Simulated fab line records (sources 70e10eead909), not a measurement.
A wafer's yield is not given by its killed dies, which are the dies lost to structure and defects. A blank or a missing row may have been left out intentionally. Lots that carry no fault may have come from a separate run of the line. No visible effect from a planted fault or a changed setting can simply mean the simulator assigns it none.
Chamber matching -- flow nandHarc -- pecvd-04 running NHARC_A_STAIRCASE_DEP_471: 3 sister chambers
The step deposits SiO2, target thk 100 nm. 3 wafers are shown with their chamber, then 10 later ones without.

WAFERS, EACH WITH ITS CHAMBER
wafer,chamber,throttleValvePct (%)
L086.1,2,14.6
L091.1,0,15.9
L091.2,1,15.6

WAFERS MISSING THEIR CHAMBER
wafer,throttleValvePct (%)
L091.4,16.3
L090.3,15.9
L090.5,16.1
L090.6,15.9
L093.4,16.1
L093.5,14.7
L093.6,16.0
L095.1,16.0
L095.2,16.6
L095.6,14.6

EACH ONE'S CHAMBER
wafer,from the rows above,in truth
L091.4,can't be placed: 0 or 1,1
L090.3,can't be placed: 0 or 1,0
L090.5,can't be placed: 0 or 1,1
L090.6,can't be placed: 0 or 1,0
L093.4,can't be placed: 0 or 1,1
L093.5,2,2
L093.6,can't be placed: 0 or 1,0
L095.1,can't be placed: 0 or 1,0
L095.2,can't be placed: 0 or 1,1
L095.6,2,2
Placed correctly: 2 of 10. Not placeable from these rows: 8 (in 8, the candidates include the true chamber). 0 placed wrongly.
How it was worked out, from the rows above alone: a wafer's distance from a chamber is the root of the sum, over the readings, of the square of ((its reading less the chamber's mean) divided by the reading's scatter). If the next closest chamber is less than 2 further off than the closest, the wafer can't be placed; otherwise it belongs to the closest. The mean given for a chamber averages the wafers shown for that chamber. The scatter (one wafer shown for each chamber): square how far every hidden wafer sits from the nearest shown wafer, average those squares and take the square root.
